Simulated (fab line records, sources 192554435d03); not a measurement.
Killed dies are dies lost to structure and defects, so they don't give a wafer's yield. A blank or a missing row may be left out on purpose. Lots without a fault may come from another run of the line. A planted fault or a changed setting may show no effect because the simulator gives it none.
fab line records | flow n5_finfet
record lots=7 wafers=19 last_day=24
route steps=1938 shown BEOL_M3@934 BEOL_M4@1111 PASSIVATION@1936
lots that met no fault: from a run of the same line without faults
start_h: hours from the record's first day to the start of the lot's first wafer shown | wait_h: hours since the lot's step before | " the same as in the row above | L1.1+2: a row that stands for several wafers | - no value, or no start given | * or withheld: withheld | < > ~ a bound
route shown NAME@n: a module of which the file shows steps, and the number in the route of the first | usual: mean/standard deviation of fault-free wafers | same: alike in all rows | chamber/n: place in a boat | sites: the reading at each site | _std_site: their standard deviation | _edge_site: outer sites' mean less inner sites' | radius_mm: how far each site lies from the wafer's centre | mask NAME#n: copy n | behind: the tool/chamber that last shaped the wafer | hold: why the lot was held/for how many hours/how that ended | device: the transistor (n, p or np) that didn't switch | end of line: the same wafers' tests at the end of the route | a step without rows: its recipe alone | killed: dies lost to structure and defects at the first sort, not the wafer's yield | map: a wafer's dies, x killed, . not, _ none there
set.NAME: the setting as run; set.NAME@STEP: as run at that earlier step | model.NAME: the simulator's own value behind a step, which no gauge read
steps of the route over a sample of lots; a table a step, a row a wafer
services: from which hour (start_h, from the record's first day; less than 0 if before it) a tool's chamber was out of use, for how many hours, and why
## steps
# step N5_BEOL_M3_HM_DEP_02
# recipe material=TiN target_thk_a=200 temp_c=25 chamber_pressure_pa=0.49996
# usual throttle_valve_pct=30.0/1.1
# columns lot.wafer tool chamber start_h wait_h throttle_valve_pct
L759.1 pvd_sputter-01 - 211.25 0.5 31.1
L759.4 " - " " 27.3
L759.6 " - " " 27.4
L762.2 pvd_sputter-01 - 211.35 0.3 30.8
L762.4 " - " " 28.9
L762.6 " - " " 27.4
L763.1 pvd_sputter-01 - 263.09 0.8 28.7
L763.2 " - " " 27.5
L763.3 " - " " 28.7
L777.3 pvd_sputter-03 - 331.83 1.4 29.9
L777.4 " - " " 31.2
L776.2 pvd_sputter-02 - 333.53 0.6 30.1
L776.3 " - " " 31.2
L776.4 " - " " 31.4
L780.1 pvd_sputter-01 - 348.01 0.3 28.7
L780.2 " - " " 27.4
L780.6 " - " " 29.1
L781.1 pvd_sputter-03 - 355.41 0.0 29.9
L781.6 " - " " 31.0
# step N5_BEOL_M3_DESCUM_16
# recipe chemistry=O2 time_s=7 source_power_w=50 bias_power_w=20 pressure_mtorr=20 rf_frequency_hz=2.712e+07 temp_c=40 resist=CAR-EUV o2_flow_sccm=225
# usual drypump_motor_current_A=5.6/0.43 o2_flow_sccm=225.0/0.68 oes_product_au=0.78/0.075 rf_vpp_V=243.2/1.2 showerhead_plenum_p_Torr=2.09/0.057 throttle_valve_pct=20.25/0.21
# columns lot.wafer tool chamber start_h wait_h drypump_motor_current_A o2_flow_sccm oes_product_au rf_hours_counter_h rf_vpp_V showerhead_plenum_p_Torr throttle_valve_pct
L759.1 rie_diel-04 3 211.89 0.0 5.8 225.0 0.75 166 243.4 2.07 20.00
L759.4 " 3 " " 5.8 225.7 0.74 - 242.4 2.07 19.98
L759.6 " 2 " " 5.1 224.7 0.69 - 243.6 2.14 20.29
L762.2 rie_diel-05 2 212.06 0.0 5.7 225.8 0.75 150 242.4 2.07 20.06
L762.4 " 1 " " 5.9 225.6 0.69 - 242.4 2.05 20.47
L762.6 " 0 " " 5.3 226.6 0.70 - 243.5 2.07 20.46
L763.1 rie_diel-04 1 263.60 0.0 5.4 225.7 0.72 216 241.3 2.09 20.80
L763.2 " 0 " " 5.3 224.3 0.83 72 244.2 2.21 20.51
L763.3 " 3 " " 5.8 225.5 0.74 186 241.8 2.06 20.03
L777.3 rie_diel-04 1 332.47 0.0 5.4 224.3 0.71 237 244.3 2.08 20.84
L777.4 " 3 " " 5.8 225.3 0.71 206 242.6 2.05 20.05
L776.2 rie_diel-01 1 334.17 0.0 5.6 226.4 0.75 148 241.0 2.08 20.13
L776.3 " 0 " " 5.0 224.1 0.72 171 242.0 1.99 20.08
L776.4 " 3 " " 6.2 224.6 0.87 59 242.5 2.12 20.18
L780.1 rie_diel-01 1 348.69 0.1 5.6 225.3 0.75 151 243.1 2.07 20.13
L780.2 " 2 " " 6.2 225.3 0.83 77 242.1 2.12 20.38
L780.6 " 2 " " 6.2 225.1 0.81 - 244.2 2.12 20.37
L781.1 rie_diel-01 0 355.92 0.0 5.0 224.3 0.71 176 241.0 1.99 20.08
L781.6 " 0 " " 5.0 223.7 0.71 - 242.7 1.99 20.09
# step N5_BEOL_M3_INSPECT_30
# recipe mode=adi inspect_instrument=brightfield
# usual raw_defect_count=425/110
# columns lot.wafer tool chamber start_h wait_h raw_defect_count
L759.1 defect_inspect-02 - 212.76 0.1 358
L759.4 " - " " 384
L759.6 " - " " 290
L762.2 defect_inspect-02 - 213.03 0.0 392
L762.4 " - " " 357
L762.6 " - " " 406
L763.1 defect_inspect-01 - 264.55 0.1 507
L763.2 " - " " 473
L763.3 " - " " 361
L777.3 defect_inspect-01 - 333.40 0.0 572
L777.4 " - " " 573
L776.2 defect_inspect-01 - 335.01 0.0 296
L776.3 " - " " 446
L776.4 " - " " 500
L780.1 defect_inspect-01 - 349.66 0.1 351
L780.2 " - " " 465
L780.6 " - " " 360
L781.1 defect_inspect-02 - 356.97 0.1 336
L781.6 " - " " 391
# step N5_BEOL_M3_DESCUM_33
# recipe chemistry=O2 time_s=7 source_power_w=50 bias_power_w=20 pressure_mtorr=20 rf_frequency_hz=2.712e+07 temp_c=40 resist=CAR-EUV o2_flow_sccm=225
# usual drypump_motor_current_A=5.7/0.41 o2_flow_sccm=225.0/0.72 oes_product_au=0.80/0.089 rf_vpp_V=243.1/1 showerhead_plenum_p_Torr=2.07/0.048 throttle_valve_pct=20.21/0.17
# columns lot.wafer tool chamber start_h wait_h drypump_motor_current_A o2_flow_sccm oes_product_au rf_hours_counter_h rf_vpp_V showerhead_plenum_p_Torr throttle_valve_pct
L759.1 rie_diel-05 0 213.17 0.4 5.3 224.8 0.70 222 242.3 2.07 20.47
L759.4 " 0 " " 5.3 225.1 0.70 - 244.1 2.07 20.46
L759.6 " 1 " " 5.9 226.1 0.69 - 243.5 2.05 20.48
L762.2 rie_diel-01 0 213.20 0.2 5.0 225.1 0.75 131 241.5 2.00 20.03
L762.4 " 1 " " 5.6 224.9 0.77 108 243.6 2.09 20.06
L762.6 " 0 " " 5.0 225.4 0.76 - 241.8 2.00 20.02
L763.1 rie_diel-01 2 264.62 0.1 6.2 224.8 0.85 52 244.0 2.13 20.34
L763.2 " 0 " " 5.0 224.0 0.74 149 243.3 2.00 20.05
L763.3 " 3 " " 6.2 224.5 0.90 40 245.5 2.12 20.14
L777.3 rie_diel-01 1 333.43 0.0 5.6 225.4 0.75 148 244.4 2.08 20.13
L777.4 " 0 " " 5.0 225.4 0.73 171 241.4 1.99 20.10
L776.2 rie_diel-04 3 335.04 0.0 5.8 224.4 0.72 207 243.2 2.05 20.04
L776.3 " 2 " " 5.1 225.7 0.67 246 243.5 2.13 20.33
L776.4 " 0 " " 5.3 225.2 0.79 94 243.5 2.20 20.57
L780.1 rie_diel-01 3 349.69 0.0 6.2 224.6 0.87 62 243.1 2.11 20.18
L780.2 " 1 " " 5.6 226.2 0.74 151 241.6 2.07 20.13
L780.6 " 1 " " 5.6 225.9 0.74 - 242.8 2.08 20.12
L781.1 rie_diel-01 0 357.01 0.0 5.0 225.1 0.71 176 242.4 1.99 20.08
L781.6 " 0 " " 5.0 224.7 0.72 - 242.6 1.99 20.09
# step N5_BEOL_M3_ETCHBACK_99
# recipe chemistry=CHF3 target=SiO2 target_depth_a=50 time_s=10.4 source_w=215 bias_w=47 Ar_flow_sccm=200 CHF3_flow_sccm=12 ion_energy_ev=100 pressure_mtorr=30
# usual CHF3_flow_sccm=11.99/0.038 drypump_motor_current_A=5.6/0.4 oes_f_703_au=0.79/0.1 oes_product_au=0.79/0.095 rf_vpp_V=243/5.6 showerhead_plenum_p_Torr=2.17/0.053 throttle_valve_pct=16.99/0.22
# columns lot.wafer tool chamber start_h wait_h CHF3_flow_sccm drypump_motor_current_A oes_f_703_au oes_product_au rf_hours_counter_h rf_vpp_V showerhead_plenum_p_Torr throttle_valve_pct
L759.1 rie_diel-01 0 249.58 35.9 11.95 5.0 0.73 0.73 143 234 2.09 16.89
L759.4 " 1 " " 11.96 5.6 0.77 0.76 121 244 2.16 16.88
L759.6 " 2 " " 11.99 6.1 0.88 0.86 - 241 2.18 16.88
L762.2 rie_diel-05 0 252.95 39.2 11.99 5.3 0.68 0.68 240 238 2.14 17.28
L762.4 " 3 " " 12.02 5.9 1.03 1.02 - 232 2.13 16.75
L762.6 " 0 " " 12.02 5.3 0.68 0.69 - 238 2.14 17.26
L763.1 rie_diel-04 1 274.28 9.5 11.97 5.4 0.70 0.73 219 249 2.15 17.48
L763.2 " 3 " " 11.97 5.8 0.70 0.27 189 252 2.15 16.87
L763.3 " 2 " " 11.95 5.1 0.71 0.70 228 242 2.21 17.13
L777.3 rie_diel-04 2 372.29 38.7 11.95 5.1 1.00 0.99 1 242 2.20 16.74
L777.4 " 2 " " 11.99 5.1 1.00 1.00 - 243 2.20 16.75
L776.2 rie_diel-04 3 375.18 40.0 11.94 5.8 0.67 0.70 221 252 2.14 16.96
L776.3 " 0 " " 11.99 5.3 0.76 0.77 108 245 2.27 17.30
L776.4 " 0 " " 11.99 5.3 0.75 0.78 - 247 2.27 17.28
L780.1 rie_diel-05 1 382.49 32.5 11.98 5.9 0.90 0.90 27 240 2.09 16.73
L780.2 " 0 " " 12.01 5.3 0.92 0.94 11 238 2.13 16.88
L780.6 " 1 " " 11.99 5.9 0.90 0.89 - 241 2.09 16.74
L781.1 rie_diel-04 1 392.77 35.5 11.94 5.4 0.95 0.98 2 250 2.14 17.09
L781.6 " 0 " " 11.97 5.3 0.75 0.76 - 245 2.27 17.30
# step N5_BEOL_M3_ETCH_41
# recipe chemistry=CH3F/O2 target=SiCN target_depth_a=299 taper_deg=2 time_s=52.5 ion_energy_ev=120 mask_material=TiN pressure_mtorr=30 source_w=395 bias_w=75 Ar_flow_sccm=150 CH3F_flow_sccm=30 O2_flow_sccm=20
# usual drypump_motor_current_A=5.6/0.39 oes_product_au=0.79/0.095 rf_vpp_V=297.6/1.3 showerhead_plenum_p_Torr=2.01/0.05 throttle_valve_pct=16.24/0.22
# columns lot.wafer tool chamber start_h wait_h drypump_motor_current_A oes_product_au rf_hours_counter_h rf_vpp_V showerhead_plenum_p_Torr throttle_valve_pct
L759.1 rie_diel-01 0 - - 5.0 0.74 143 295.7 1.94 16.11
L759.4 " 1 " " 5.6 0.77 122 297.1 2.01 16.11
L759.6 " 2 " " 6.2 0.86 - 297.7 2.03 16.13
L762.2 rie_diel-05 0 - - 5.3 0.68 240 297.2 1.98 16.50
L762.4 " 3 " " 5.9 1.02 - 297.8 1.98 16.01
L762.6 " 0 " " 5.3 0.68 - 296.4 1.98 16.49
L763.1 rie_diel-04 1 - - 5.4 0.71 219 297.0 2.00 16.72
L763.2 " 3 " " 5.8 0.28 189 297.0 1.99 16.14
L763.3 " 2 " " 5.1 0.70 228 298.0 2.05 16.34
L777.3 rie_diel-04 2 - - 5.1 1.00 1 298.3 2.05 15.97
L777.4 " 2 " " 5.1 0.99 - 298.3 2.05 15.96
L776.2 rie_diel-04 3 - - 5.8 0.70 221 297.2 1.98 16.21
L776.3 " 0 " " 5.3 0.78 108 299.8 2.11 16.52
L776.4 " 0 " " 5.3 0.77 - 298.4 2.11 16.51
L780.1 rie_diel-05 1 - - 5.9 0.89 27 296.1 1.95 15.99
L780.2 " 0 " " 5.3 0.93 11 295.5 1.97 16.11
L780.6 " 1 " " 5.9 0.89 - 296.2 1.95 16.01
L781.1 rie_diel-04 1 - - 5.4 1.00 2 296.5 1.99 16.31
L781.6 " 0 " " 5.3 0.78 - 299.7 2.10 16.54
# step N5_BEOL_M3_OCD_MEAS_38
# usual trench_depth_nm=55.0/0.84
# columns lot.wafer tool chamber start_h wait_h trench_depth_nm
L759.1 ocd-02 - 249.97 - 54.0
L759.4 " - " " 55.1
L759.6 " - " " 55.0
L762.2 ocd-02 - 253.34 - 53.9
L762.4 " - " " 56.7
L762.6 " - " " 54.1
L763.1 ocd-01 - 274.67 - 55.4
L763.2 " - " " -
L763.3 " - " " 55.5
L777.3 ocd-02 - 372.68 - 56.0
L777.4 " - " " 55.0
L776.2 ocd-02 - 375.57 - 54.4
L776.3 " - " " 54.7
L776.4 " - " " 53.8
L780.1 ocd-02 - 382.88 - 55.7
L780.2 " - " " 54.2
L780.6 " - " " 55.4
L781.1 ocd-01 - 393.17 - 56.7
L781.6 " - " " 54.7
# step N5_BEOL_M3_CD_MEAS_35
# recipe target_cd_nm=18 target_cd_y_nm=21 polarity=opening
# usual cd_nm=17.8/0.36
# columns lot.wafer tool chamber start_h wait_h cd_nm
L759.1 cd_sem-03 - 250.12 0.0 18.0
L759.4 " - " " 17.1
L759.6 " - " " 18.3
L762.2 cd_sem-03 - 253.50 0.0 17.8
L762.4 " - " " 18.0
L762.6 " - " " 18.2
L763.1 cd_sem-01 - 274.83 0.0 18.2
L763.2 " - " " -
L763.3 " - " " 17.5
L777.3 cd_sem-03 - 372.83 0.0 17.6
L777.4 " - " " 17.2
L776.2 cd_sem-03 - 375.82 0.0 18.4
L776.3 " - " " 17.8
L776.4 " - " " 17.4
L780.1 cd_sem-02 - 383.13 0.0 18.2
L780.2 " - " " 17.7
L780.6 " - " " 18.4
L781.1 cd_sem-01 - 393.32 0.0 17.8
L781.6 " - " " 17.4
# step N5_BEOL_M4_RC_MEAS_101
# usual DIBL_N=35.8/1.6 DIBL_P=35.6/2 IOFF_N=0.15/0.031 IOFF_P=0.20/0.033 ION_N=668/12 ION_P=459/6.8 SS_N=71.4/0.53 SS_P=73.1/0.63 VT_N=250/3.5 VT_P=-251/3
# columns lot.wafer tool chamber start_h wait_h DIBL_N[mV/V] DIBL_P[mV/V] IOFF_N[nA/um] IOFF_P[nA/um] ION_N[uA/um] ION_P[uA/um] SS_N[mV/dec] SS_P[mV/dec] VT_N[mV] VT_P[mV]
L759.1 prober-01 0 306.28 0.1 34.5 34.8 0.12 0.19 645 443 70.6 73.0 255 -254
L759.4 " 0 " " 35.5 36.2 0.15 0.21 676 459 71.5 72.9 250 -250
L759.6 " 0 " " 36.9 37.5 0.17 0.24 672 464 71.9 73.6 248 -250
L762.2 prober-01 0 316.64 0.2 33.3 32.8 0.11 0.16 662 455 71.1 72.4 254 -253
L762.4 " 0 " " 34.9 34.0 0.13 0.17 662 452 71.9 72.8 253 -253
L762.6 " 0 " " 34.7 33.7 0.12 0.18 667 458 71.4 73.2 253 -254
L763.1 prober-01 0 353.06 0.0 35.7 34.5 0.15 0.21 672 464 71.4 72.7 247 -250
L763.3 " 0 " " 37.6 36.9 0.18 0.25 672 468 71.8 73.6 249 -246
L777.3 prober-01 0 434.71 0.3 38.3 38.7 0.21 0.26 685 470 71.5 73.5 246 -245
L777.4 " 0 " " 33.9 33.4 0.12 0.17 672 462 70.7 72.6 252 -253
L776.2 prober-02 0 435.75 0.2 34.3 35.4 0.14 0.18 674 463 70.5 72.9 250 -254
L776.3 " 0 " " 36.0 37.6 0.17 0.20 679 462 71.3 73.1 246 -251
L776.4 " 0 " " 39.0 40.7 0.25 0.27 691 467 72.0 73.1 243 -249
L780.1 prober-02 0 461.43 0.0 35.9 35.3 0.15 0.19 686 472 71.0 72.7 247 -250
L780.2 " 0 " " 35.6 34.6 0.13 0.19 659 458 71.7 72.8 251 -251
L780.6 " 0 " " 33.5 32.1 0.10 0.15 648 450 71.4 72.0 256 -255
L781.1 prober-01 0 468.03 0.0 38.3 39.7 0.23 0.28 708 480 71.9 73.8 243 -245
L781.6 " 0 " " 38.3 39.2 0.22 0.27 685 465 71.4 74.4 244 -244
# step N5_PASSIVATION_PROBE_49
# usual defect_limited_yield=90.7/1.5 killed_at_M0_to_M3=38/11 killed_at_M4_up=15/5.5 killed_at_contacts=12/6 killed_at_front_end=41/11 killed_at_other=3.5/2.7 killed_dies=110/18 killed_on_rim=15/3.6 killed_open=72/13 killed_short=35/8.7 sort_bin_5_function=5.5/1.1 sort_bin_6_memory=3.4/0.63 sort_bin_8_speed=0.01/0.037 sort_n_pass=1070/18 sort_yield_pct=90.7/1.5
# same gross_dies=1180 killed_at_back_side=0 sort_bin_4_leakage[%]=0
# columns lot.wafer tool chamber start_h wait_h defect_limited_yield[%] killed_at_M0_to_M3 killed_at_M4_up killed_at_contacts killed_at_front_end killed_at_other killed_dies killed_on_rim killed_open killed_short sort_bin_5_function[%] sort_bin_6_memory[%] sort_bin_8_speed[%] sort_n_pass sort_yield_pct[%]
L759.1 prober-01 - 419.43 0.0 90.4 37 15 18 40 3 113 11 82 28 5.8 3.6 0.08 1066 90.3
L759.4 prober-01 - 419.58 0.2 90.0 30 16 19 50 3 118 18 72 44 6.9 2.5 0 1062 90.0
L759.6 prober-01 - 419.68 0.3 89.5 53 10 13 47 1 124 20 79 44 6.7 3.6 0 1056 89.5
L762.2 prober-02 - 423.43 0.1 91.8 29 19 12 37 0 97 18 62 34 5.3 2.7 0 1083 91.8
L762.4 prober-02 - 423.53 0.2 93.0 34 16 3 22 8 83 10 56 26 4.9 1.9 0 1097 93.0
L762.6 prober-02 - 423.63 0.3 93.8 16 16 14 23 4 73 8 54 18 2.9 2.9 0 1107 93.8
L763.1 prober-01 - 463.22 0.0 90.8 33 15 9 49 3 109 10 78 31 5.8 3.3 0 1071 90.8
L763.2 prober-01 - 463.27 0.1 0 1106 12 14 45 3 1180 152 61 39 96.6 2.9 0 0 0
L763.3 prober-01 - 463.32 0.1 92.2 28 21 5 36 2 92 12 65 25 4.4 3.1 0 1088 92.2
L776.2 prober-02 - 546.24 0.1 89.5 30 16 19 57 2 124 20 98 25 6.8 3.6 0 1056 89.5
L776.3 prober-02 - 546.29 0.1 91.4 38 7 23 31 2 101 12 71 30 4.9 3.4 0 1079 91.4
L776.4 prober-02 - 546.34 0.2 89.2 35 20 14 56 3 128 16 100 27 6.9 3.6 0 1052 89.2
L777.3 prober-01 - 554.84 0.1 89.4 48 13 10 46 8 125 15 77 48 6.4 3.5 0 1055 89.4
L777.4 prober-01 - 554.89 0.2 90.7 40 16 10 36 8 110 15 81 29 5.9 3.1 0 1070 90.7
L781.1 prober-02 - 572.01 0.0 91.0 32 21 9 40 4 106 13 67 35 5.8 2.5 0 1074 91.0
L781.6 prober-02 - 572.26 0.3 89.5 44 17 11 44 8 124 18 83 41 5.8 4.2 0 1056 89.5
L780.1 prober-01 - 576.66 0.0 89.9 43 24 9 43 0 119 16 79 38 6.7 3.1 0 1061 89.9
L780.2 prober-01 - 576.71 0.1 92.1 35 20 7 29 2 93 14 66 27 4.4 3.2 0 1087 92.1
L780.6 prober-01 - 576.91 0.3 90.8 46 16 6 38 3 109 15 75 31 5.7 3.2 0 1071 90.8
# killed by level:class
L759.1 FIN_SAQP:geometric_particle:open=15 MOL_CONTACT_COAG:geometric_particle:open=15 BEOL_M2:geometric_particle:open=11 BEOL_M4:geometric_particle:open=11 BEOL_M2:geometric_particle:short=8 STI_FIN_REVEAL:geometric_particle:open=7 BEOL_M0_SAQP:geometric_particle:open=7 DUMMY_GATE:geometric_particle:open=5
L759.4 MOL_CONTACT_COAG:geometric_particle:open=13 BEOL_M4:geometric_particle:open=9 STI_FIN_REVEAL:geometric_particle:open=9 GATE_CUT:geometric_particle:short=8 BEOL_M3:geometric_particle:open=7 FIN_SAQP:geometric_particle:open=6 MOL_CONTACT_COAG:geometric_particle:short=5 BEOL_M0_SAQP:geometric_particle:short=5
L759.6 BEOL_M0_SAQP:geometric_particle:open=16 MOL_CONTACT_COAG:geometric_particle:open=10 FIN_SAQP:geometric_particle:open=9 BEOL_M0_SAQP:geometric_particle:short=9 BEOL_M0:geometric_particle:open=9 GATE_CUT:geometric_particle:short=8 STI_FIN_REVEAL:geometric_particle:open=6 DUMMY_GATE:geometric_particle:open=6
L762.2 BEOL_M0_SAQP:geometric_particle:short=11 MOL_CONTACT_COAG:geometric_particle:open=10 BEOL_M0_SAQP:geometric_particle:open=7 BEOL_M4:geometric_particle:open=7 FIN_SAQP:geometric_particle:open=6 FIN_SAQP:geometric_particle:short=6 BEOL_M2:geometric_particle:open=5 BEOL_M5:geometric_particle:open=5
L762.4 BEOL_M5:geometric_particle:open=7 BEOL_M0_SAQP:geometric_particle:open=6 BEOL_M0_SAQP:geometric_particle:short=6 BEOL_M3:geometric_particle:open=6 BEOL_M2:geometric_particle:open=5 FIN_SAQP:geometric_particle:short=4 GATE_CUT:geometric_particle:short=4 STARTING-WAFER:geometric_particle:open=4
L762.6 MOL_CONTACT_COAG:geometric_particle:open=12 BEOL_M4:geometric_particle:open=7 STI_FIN_REVEAL:geometric_particle:open=5 BEOL_M0_SAQP:geometric_particle:short=5 FIN_SAQP:geometric_particle:short=4 BEOL_M7:geometric_particle:open=4 STARTING-WAFER:geometric_particle:open=4 PAD_METAL:geometric_particle:open=3
L763.1 STI_FIN_REVEAL:geometric_particle:open=10 FIN_SAQP:geometric_particle:open=9 BEOL_M4:geometric_particle:open=9 MOL_CONTACT_COAG:geometric_particle:open=8 BEOL_M1:geometric_particle:open=8 FIN_SAQP:geometric_particle:short=7 BEOL_M0_SAQP:geometric_particle:open=7 BEOL_M0_SAQP:geometric_particle:short=7
L763.2 BEOL_M3:area_open=1080 FIN_SAQP:geometric_particle:short=13 STI_FIN_REVEAL:geometric_particle:open=13 MOL_CONTACT_COAG:geometric_particle:open=10 BEOL_M0_SAQP:geometric_particle:open=7 BEOL_M0_SAQP:geometric_particle:short=7 BEOL_M1:geometric_particle:open=7 BEOL_M4:geometric_particle:open=5
L763.3 STI_FIN_REVEAL:geometric_particle:open=11 BEOL_M4:geometric_particle:open=11 BEOL_M0_SAQP:geometric_particle:open=6 FIN_SAQP:geometric_particle:open=5 DUMMY_GATE:geometric_particle:open=5 BEOL_M0_SAQP:geometric_particle:short=5 STI_FIN_REVEAL:geometric_particle:short=4 MOL_CONTACT_COAG:geometric_particle:open=4
L776.2 STI_FIN_REVEAL:geometric_particle:open=23 MOL_CONTACT_COAG:geometric_particle:open=18 FIN_SAQP:geometric_particle:open=8 FIN_SAQP:geometric_particle:short=7 BEOL_M4:geometric_particle:open=7 BEOL_M0_SAQP:geometric_particle:open=6 BEOL_M3:geometric_particle:open=5 BEOL_M1:geometric_particle:open=5
L776.3 MOL_CONTACT_COAG:geometric_particle:open=19 BEOL_M3:geometric_particle:open=14 BEOL_M0_SAQP:geometric_particle:open=9 STI_FIN_REVEAL:geometric_particle:open=6 BEOL_M0_SAQP:geometric_particle:short=6 ILD0:geometric_particle:short=5 ILD0:geometric_particle:open=4 GATE_CUT:geometric_particle:short=4
L776.4 STI_FIN_REVEAL:geometric_particle:open=22 MOL_CONTACT_COAG:geometric_particle:open=14 FIN_SAQP:geometric_particle:open=9 BEOL_M0_SAQP:geometric_particle:open=9 BEOL_M3:geometric_particle:open=9 BEOL_M4:geometric_particle:open=9 GATE_CUT:geometric_particle:open=5 STI_FIN_REVEAL:geometric_particle:short=4
L777.3 BEOL_M3:geometric_particle:open=13 BEOL_M2:geometric_particle:open=8 FIN_SAQP:geometric_particle:open=7 BEOL_M3:geometric_particle:short=7 STARTING-WAFER:geometric_particle:short=7 MOL_CONTACT_COAG:geometric_particle:open=7 BEOL_M0_SAQP:geometric_particle:open=7 FIN_SAQP:geometric_particle:short=5
L777.4 BEOL_M3:geometric_particle:open=16 BEOL_M2:geometric_particle:open=9 MOL_CONTACT_COAG:geometric_particle:open=8 BEOL_M4:geometric_particle:open=8 FIN_SAQP:geometric_particle:short=7 STI_FIN_REVEAL:geometric_particle:open=6 BEOL_M1:geometric_particle:open=6 FIN_SAQP:geometric_particle:open=4
L781.1 FIN_SAQP:geometric_particle:short=10 FIN_SAQP:geometric_particle:open=10 BEOL_M4:geometric_particle:open=9 BEOL_M2:geometric_particle:open=9 BEOL_M3:geometric_particle:open=9 MOL_CONTACT_COAG:geometric_particle:open=7 BEOL_M0_SAQP:geometric_particle:short=4 BEOL_M1:geometric_particle:open=4
L781.6 BEOL_M0_SAQP:geometric_particle:short=18 FIN_SAQP:geometric_particle:open=10 BEOL_M0_SAQP:geometric_particle:open=10 MOL_CONTACT_COAG:geometric_particle:open=9 STI_FIN_REVEAL:geometric_particle:open=8 BEOL_M3:geometric_particle:open=8 GATE_CUT:geometric_particle:short=6 DUMMY_GATE:geometric_particle:open=6
L780.1 BEOL_M1:geometric_particle:open=16 BEOL_M4:geometric_particle:open=11 FIN_SAQP:geometric_particle:short=10 MOL_CONTACT_COAG:geometric_particle:open=8 STI_FIN_REVEAL:geometric_particle:open=7 BEOL_M3:geometric_particle:open=6 BEOL_M0_SAQP:geometric_particle:open=5 BEOL_M0_SAQP:geometric_particle:short=5
L780.2 BEOL_M4:geometric_particle:open=10 BEOL_M1:geometric_particle:open=7 BEOL_M2:geometric_particle:open=6 BEOL_M0:geometric_particle:open=6 STI_FIN_REVEAL:geometric_particle:open=5 MOL_CONTACT_COAG:geometric_particle:open=5 BEOL_M3:geometric_particle:open=4 FIN_SAQP:geometric_particle:open=3
L780.6 BEOL_M0_SAQP:geometric_particle:open=12 BEOL_M0_SAQP:geometric_particle:short=10 DUMMY_GATE:geometric_particle:open=9 BEOL_M1:geometric_particle:open=9 BEOL_M4:geometric_particle:open=8 STI_FIN_REVEAL:geometric_particle:open=7 BEOL_M2:geometric_particle:open=7 BEOL_M3:geometric_particle:open=5
## services
# columns tool chamber start_h hours kind
rie_diel-04 1 204.19 22.0 repair
rie_diel-05 3 208.56 14.4 repair
rie_diel-05 3 228.79 - clean
rie_diel-05 3 228.79 - consumable_replace:focus_ring
rie_diel-05 3 228.79 22.5 scheduled_down
rie_diel-05 3 228.79 22.5 vent_cycle
pvd_sputter-01 - 243.28 2.7 repair
rie_diel-05 1 251.78 - clean
rie_diel-05 1 251.78 - consumable_replace:focus_ring
rie_diel-05 1 251.78 30.1 scheduled_down
rie_diel-05 1 251.78 30.1 vent_cycle
rie_diel-01 1 274.60 2.8 repair
rie_diel-05 3 275.07 11.5 repair
rie_diel-05 - 281.26 2.8 pm
rie_diel-05 0 304.51 6.7 repair
rie_diel-01 3 307.71 5.5 repair
rie_diel-04 2 348.86 - clean
rie_diel-04 2 348.86 - consumable_replace:focus_ring
rie_diel-04 2 348.86 18.3 scheduled_down
rie_diel-04 2 348.86 18.3 vent_cycle
rie_diel-04 1 371.06 - clean
rie_diel-04 1 371.06 - consumable_replace:focus_ring
rie_diel-04 1 371.06 16.2 scheduled_down
rie_diel-04 1 371.06 16.2 vent_cycle
## key
first_sign step=N5_BEOL_M3_ETCHBACK_99 reading=oes_product_au direction=down sigmas=5.5 usual=0.79 struck=0.27
effect step=N5_BEOL_M3_ETCH_41 reading=oes_product_au direction=down sigmas=5.4 usual=0.79 struck=0.28
effect step=N5_BEOL_M3_OCD_MEAS_38 reading=trench_depth_nm direction=missing
effect step=N5_BEOL_M3_CD_MEAS_35 reading=cd_nm direction=missing
effect step=N5_PASSIVATION_PROBE_49 reading=killed_at_M0_to_M3 direction=up sigmas=99+ usual=38 struck=1106
more_kills_born_at N5_BEOL_M3_HM_OPEN_17@rie_metal-03=1080
met_at N5_BEOL_M3_HM_DEP_02
struck_lots L763
struck_wafers L763.2
later_rows_left_out L763.2
not_acting_at N5_BEOL_M3_DESCUM_16,N5_BEOL_M3_INSPECT_30,N5_BEOL_M3_DESCUM_33
onset_between 211.35 263.09
fault kind=process_parameter_drift tool=pvd_sputter-01 chamber=- onset_h=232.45 steps=N5_BEOL_M3_HM_DEP_02 channel=target_thk_a offset=* shape=step end_h=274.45 acts_in=* stated=* scope=struck_wafers_only
# later_rows_left_out: the simulator's readings of these wafers behind a module that went badly wrong aren't trusted and aren't shown, but for the sort
